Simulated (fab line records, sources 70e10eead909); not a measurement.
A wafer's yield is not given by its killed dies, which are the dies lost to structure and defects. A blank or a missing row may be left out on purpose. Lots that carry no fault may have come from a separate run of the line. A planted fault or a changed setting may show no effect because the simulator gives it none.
Matching of chambers | flow nand harc | NHARC_A_ZERO_WELL_DESCUM_12 on rie diel-05 has 4 sister chambers
The step chemistry O2, time 3 s. 22 wafers are shown with their chamber, then 11 later ones without.

WAFERS WITH THEIR CHAMBER
wafer  | chamber | drypump motor current A (A) | throttle valve pct (%) | oes product au (a.u.)
L512.3 | 1       | 5.2                         | 11.303                 | 0.999
L512.5 | 0       | 5.5                         | 11.304                 | 1.001
L512.6 | 3       | 5.9                         | 11.322                 | 1.008
L513.4 | 2       | 5.4                         | 11.305                 | 1.005
L513.5 | 0       | 5.5                         | 11.290                 | 1.004
L513.6 | 1       | 5.2                         | 11.321                 | 0.999
L514.1 | 1       | 5.2                         | 11.312                 | 0.994
L514.2 | 2       | 5.4                         | 11.316                 | 1.010
L514.3 | 0       | 5.5                         | 11.305                 | 0.998
L516.2 | 0       | 5.5                         | 11.300                 | 1.004
L516.5 | 2       | 5.4                         | 11.310                 | 0.993
L516.6 | 1       | 5.2                         | 11.299                 | 0.989
L519.1 | 1       | 5.2                         | 11.301                 | 1.000
L519.4 | 0       | 5.5                         | 11.298                 | 1.011
L519.5 | 3       | 6.0                         | 11.317                 | 1.003
L522.1 | 0       | 5.4                         | 11.323                 | 0.991
L522.2 | 1       | 5.3                         | 11.320                 | 0.995
L522.4 | 0       | 5.5                         | 11.297                 | 0.994
L523.1 | 3       | 6.0                         | 11.322                 | 1.002
L523.2 | 0       | 5.5                         | 11.311                 | 1.012
L523.5 | 3       | 6.0                         | 11.315                 | 1.012
L527.1 | 2       | 5.4                         | 11.315                 | 1.006

SIGNATURES (means of the wafers above)
reading                 | chamber 0 | chamber 1 | chamber 2 | chamber 3 | scatter within a chamber
drypump motor current A | 5.487     | 5.217     | 5.400     | 5.975     | 0.037
throttle valve pct      | 11.30350  | 11.30933  | 11.31150  | 11.31900  | 0.00848
oes product au          | 1.00188   | 0.99600   | 1.00350   | 1.00625   | 0.00626
Rule: a wafer lies at a distance from a chamber equal to the root of the sum of squares, over the readings, of (its reading less the chamber's mean, divided by the reading's scatter). The wafer belongs to the nearest chamber; if the next one is less than 2 further off, it can't be placed. The scatter: the root of (the sum of the squares of (reading less its chamber's mean) over the shown wafers, divided by (wafers less chambers)).

WAFERS WITHOUT THEIR CHAMBER
wafer  | drypump motor current A (A) | throttle valve pct (%) | oes product au (a.u.)
L527.2 | 5.2                         | 11.308                 | 1.008
L527.6 | 5.4                         | 11.320                 | 1.000
L529.1 | 5.4                         | 11.312                 | 1.012
L529.4 | 5.5                         | 11.323                 | 1.011
L529.5 | 5.9                         | 11.310                 | 0.992
L530.2 | 5.2                         | 11.284                 | 1.004
L530.3 | 5.9                         | 11.310                 | 0.994
L530.4 | 5.4                         | 11.313                 | 0.992
L532.1 | 5.3                         | 11.304                 | 1.008
L532.3 | 5.4                         | 11.300                 | 1.000
L532.6 | 5.2                         | 11.313                 | 1.008

EACH ONE'S CHAMBER
wafer  | from the rows above     | in truth
L527.2 | 1                       | 1
L527.6 | can't be placed: 2 or 0 | 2
L529.1 | can't be placed: 2 or 0 | 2
L529.4 | can't be placed: 0 or 2 | 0
L529.5 | 3                       | 3
L530.2 | 1                       | 1
L530.3 | 3                       | 3
L530.4 | can't be placed: 2 or 0 | 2
L532.1 | can't be placed: 2 or 1 | 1
L532.3 | can't be placed: 2 or 0 | 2
L532.6 | 1                       | 1
Correct placement for 5 of the 11. These rows do not allow placing 6 (true chamber among the candidates in 6). Placed wrongly: 0.
